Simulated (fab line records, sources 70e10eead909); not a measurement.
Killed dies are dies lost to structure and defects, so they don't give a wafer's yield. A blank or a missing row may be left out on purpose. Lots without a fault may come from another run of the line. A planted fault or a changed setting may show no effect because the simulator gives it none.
fab line records | flow nand_harc
record lots=6 wafers=18 last_day=32
route steps=1302 shown A_DECK1_JOINT@544 A_ONON_D2@545
lots that met no fault: from a run of the same line without faults
start_h: hours from the record's first day to the start of the lot's first wafer shown | wait_h: hours since the lot's step before | " the same as in the row above | L1.1+2: a row that stands for several wafers | - no value, or no start given | * or withheld: withheld | < > ~ a bound
route shown NAME@n: a module of which the file shows steps, and the number in the route of the first | usual: mean/standard deviation of fault-free wafers | same: alike in all rows | chamber/n: place in a boat | sites: the reading at each site | _std_site: their standard deviation | _edge_site: outer sites' mean less inner sites' | radius_mm: how far each site lies from the wafer's centre | mask NAME#n: copy n | behind: the tool/chamber that last shaped the wafer | hold: why the lot was held/for how many hours/how that ended | device: the transistor (n, p or np) that didn't switch | end of line: the same wafers' tests at the end of the route | a step without rows: its recipe alone | killed: dies lost to structure and defects at the first sort, not the wafer's yield | map: a wafer's dies, x killed, . not, _ none there
set.NAME: the setting as run; set.NAME@STEP: as run at that earlier step | model.NAME: the simulator's own value behind a step, which no gauge read
lots at some steps of the route; a table a step, a row a wafer
services: from which hour (start_h, from the record's first day; less than 0 if before it) a tool's chamber was out of use, for how many hours, and why
## steps
# step NHARC_A_DECK1_JOINT_INSPECT_05
# usual raw_defect_count=317/130
# columns lot.wafer tool chamber start_h wait_h raw_defect_count
L667.1 defect_inspect-01 - 288.57 0.0 175
L667.2 " - " " 209
L667.6 " - " " 180
L671.1 defect_inspect-01 - 351.52 0.0 315
L671.4 " - " " 364
L671.5 " - " " 432
L673.2 defect_inspect-02 - 365.47 0.0 377
L673.5 " - " " 572
L673.6 " - " " 444
L681.3 defect_inspect-01 - 435.31 0.0 420
L681.4 " - " " 364
L681.5 " - " " 265
L685.1 defect_inspect-02 - 483.45 0.0 409
L685.2 " - " " 353
L685.4 " - " " 603
L686.1 defect_inspect-02 - 486.00 0.0 327
L686.4 " - " " 381
L686.6 " - " " 380
# step NHARC_A_ONON_D2_DEP_00
# recipe target_thk_a=10000 n2_flow_sccm=2750 n2o_flow_sccm=2000 nh3_flow_sccm=500 sih4_flow_sccm=210 temp_c=400
# step NHARC_A_ONON_D2_THK_MEAS_02
# recipe thk_meas_gauge=ellipsometry
# usual thk_nm=1000/12
# columns lot.wafer tool chamber start_h wait_h thk_nm
L667.1 film_metro-01 - 289.15 - 987
L667.2 " - " " 985
L667.6 " - " " 985
L671.1 film_metro-01 - 352.11 - 993
L671.4 " - " " 990
L671.5 " - " " 991
L673.2 film_metro-01 - 366.05 - 997
L673.5 " - " " 999
L673.6 " - " " 999
L681.3 film_metro-01 - 435.88 - 1003
L681.4 " - " " 1002
L681.5 " - " " 1004
L685.1 film_metro-02 - 484.02 - 1011
L685.2 " - " " 1011
L685.4 " - " " 1010
L686.1 film_metro-01 - 486.58 - 988
L686.4 " - " " 988
L686.6 " - " " 988
# step NHARC_A_ONON_D2_DEP_03
# recipe target_thk_a=10000 n2_flow_sccm=2750 n2o_flow_sccm=2000 nh3_flow_sccm=500 sih4_flow_sccm=210 temp_c=400
# step NHARC_A_ONON_D2_THK_MEAS_05
# recipe thk_meas_gauge=ellipsometry
# usual thk_nm=1004/8.2
# columns lot.wafer tool chamber start_h wait_h thk_nm
L667.1 film_metro-01 - 289.72 - 1005
L667.2 " - " " 1003
L667.6 " - " " 1003
L671.1 film_metro-01 - 352.67 - 1013
L671.4 " - " " 1012
L671.5 " - " " 1012
L673.2 film_metro-01 - 366.62 - 1012
L673.5 " - " " 1012
L673.6 " - " " 1013
L681.3 film_metro-01 - 436.45 - 995
L681.4 " - " " 997
L681.5 " - " " 996
L685.1 film_metro-02 - 484.59 - 1001
L685.2 " - " " 997
L685.4 " - " " 998
L686.1 film_metro-01 - 487.14 - 1000
L686.4 " - " " 1001
L686.6 " - " " 1002
# step NHARC_A_ONON_D2_DEP_06
# recipe target_thk_a=10000 n2_flow_sccm=2750 n2o_flow_sccm=2000 nh3_flow_sccm=500 sih4_flow_sccm=210 temp_c=400
# step NHARC_A_ONON_D2_THK_MEAS_08
# recipe thk_meas_gauge=ellipsometry
# usual thk_nm=997/9.8
# columns lot.wafer tool chamber start_h wait_h thk_nm
L667.1 film_metro-01 - 290.28 - 1010
L667.2 " - " " 1007
L667.6 " - " " 1008
L671.1 film_metro-01 - 353.25 - 1007
L671.4 " - " " 1008
L671.5 " - " " 1006
L673.2 film_metro-02 - 367.18 - 994
L673.5 " - " " 991
L673.6 " - " " 993
L681.3 film_metro-01 - 437.02 - 984
L681.4 " - " " 985
L681.5 " - " " 987
L685.1 film_metro-01 - 485.15 - 989
L685.2 " - " " 987
L685.4 " - " " 989
L686.1 film_metro-02 - 487.72 - 996
L686.4 " - " " 997
L686.6 " - " " 998
# step NHARC_A_ONON_D2_DEP_09
# recipe target_thk_a=10000 n2_flow_sccm=2750 n2o_flow_sccm=2000 nh3_flow_sccm=500 sih4_flow_sccm=210 temp_c=400
# step NHARC_A_ONON_D2_THK_MEAS_11
# recipe thk_meas_gauge=ellipsometry
# usual thk_nm=1000/10
# columns lot.wafer tool chamber start_h wait_h thk_nm
L667.1 film_metro-01 - 290.85 - 1017
L667.2 " - " " 1018
L667.6 " - " " 1015
L671.1 film_metro-02 - 353.80 - 996
L671.4 " - " " 997
L671.5 " - " " 997
L673.2 film_metro-02 - 367.75 - 989
L673.5 " - " " 988
L673.6 " - " " 990
L681.3 film_metro-01 - 437.59 - 1000
L681.4 " - " " 1000
L681.5 " - " " 999
L685.1 film_metro-02 - 485.72 - 981
L685.2 " - " " 979
L685.4 " - " " 980
L686.1 film_metro-01 - 488.28 - 990
L686.4 " - " " 991
L686.6 " - " " 990
# step NHARC_A_ONON_D2_DEP_12
# recipe target_thk_a=10000 n2_flow_sccm=2750 n2o_flow_sccm=2000 nh3_flow_sccm=500 sih4_flow_sccm=210 temp_c=400
# step NHARC_A_ONON_D2_THK_MEAS_14
# recipe thk_meas_gauge=ellipsometry
# usual thk_nm=1004/7.8
# columns lot.wafer tool chamber start_h wait_h thk_nm
L667.1 film_metro-01 - 291.45 - 1000
L667.2 " - " " 1000
L667.6 " - " " 1000
L671.1 film_metro-01 - 354.37 - 1020
L671.4 " - " " 1020
L671.5 " - " " 1020
L673.2 film_metro-02 - 368.32 - 994
L673.5 " - " " 998
L673.6 " - " " 994
L681.3 film_metro-01 - 438.15 - 1004
L681.4 " - " " 1004
L681.5 " - " " 1006
L685.1 film_metro-02 - 486.28 - 1000
L685.2 " - " " 1003
L685.4 " - " " 999
L686.1 film_metro-02 - 488.87 - 1003
L686.4 " - " " 1003
L686.6 " - " " 1003
# step NHARC_A_ONON_D2_ANNEAL_15
# recipe temp_c=750 time_s=3600
# step NHARC_A_ONON_D2_DEP_16
# recipe target_thk_a=10000 n2_flow_sccm=2750 n2o_flow_sccm=2000 nh3_flow_sccm=500 sih4_flow_sccm=210 temp_c=400
# columns lot.wafer tool chamber start_h wait_h
L667.1+2+6 pecvd_onon-01 0 301.76 0.4
L671.1+4+5 pecvd_onon-01 0 361.39 0.4
L673.2+5+6 pecvd_onon-01 0 375.29 0.4
L681.3+4+5 pecvd_onon-03 0 445.12 0.5
L685.1+2+4 pecvd_onon-01 0 494.30 0.4
L686.1+4+6 pecvd_onon-03 0 494.30 0.4
# step NHARC_A_ONON_D2_THK_MEAS_18
# recipe thk_meas_gauge=ellipsometry
# usual thk_nm=997/11
# columns lot.wafer tool chamber start_h wait_h hold thk_nm
L667.1 film_metro-02 - 302.26 - - 986
L667.2 " - " " - 988
L667.6 " - " " - 987
L671.1 film_metro-02 - 361.89 - await_dispo/0.2h/release 512
L671.4 " - " " await_dispo/0.2h/release 510
L671.5 " - " " await_dispo/0.2h/release 509
L671.1 film_metro-02 - 362.07 0.2 - 514
L671.4 " - " " - 512
L671.5 " - " " - 512
L673.2 film_metro-01 - 375.75 - await_dispo/0.2h/release 521
L673.5 " - " " await_dispo/0.2h/release 523
L673.6 " - " " await_dispo/0.2h/release 523
L673.2 film_metro-01 - 375.93 0.2 - 523
L673.5 " - " " - 522
L673.6 " - " " - 524
L681.3 film_metro-01 - 445.51 - - 983
L681.4 " - " " - 984
L681.5 " - " " - 983
L685.1 film_metro-01 - 494.81 - - 988
L685.2 " - " " - 987
L685.4 " - " " - 988
L686.1 film_metro-02 - 494.82 - - 973
L686.4 " - " " - 973
L686.6 " - " " - 974
## services
# columns tool chamber start_h hours kind
pecvd_onon-03 - 368.88 3.4 repair
pecvd_onon-03 - 408.11 13.0 pm
pecvd_onon-01 - 450.30 13.0 pm
## key
first_sign step=NHARC_A_ONON_D2_THK_MEAS_18 reading=visit direction=added
effect step=NHARC_A_ONON_D2_THK_MEAS_18 reading=thk_nm direction=down sigmas=42 usual=997 struck=516
met_at NHARC_A_ONON_D2_DEP_16
struck_wafers L671.1,L671.4,L671.5,L673.2,L673.5,L673.6
later_rows_left_out L671.1,L671.4,L671.5,L673.2,L673.5,L673.6
sort_left_out L671.1,L671.4,L671.5,L673.2,L673.5,L673.6
tester_left_out L671,L673
onset_between 301.76 361.39
fault kind=process_parameter_drift tool=pecvd_onon-01 chamber=0 onset_h=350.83 steps=NHARC_A_ONON_D2_DEP_16 channel=target_thk_a offset=* shape=step end_h=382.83 acts_in=* stated=*
# tester_left_out: of these lots the tester's yield and bins aren't shown, on N5 and GAA mostly nor the transistor test; their killed dies are dies lost to structure and defects alone, not to doping, threshold or leakage, so they don't give the yield
# sort_left_out: the simulated sort isn't trusted on such a fault, so these wafers' sort isn't shown, and their yield isn't known
# later_rows_left_out: the simulator's readings of these wafers behind a module that went badly wrong aren't trusted and aren't shown, but for the sort
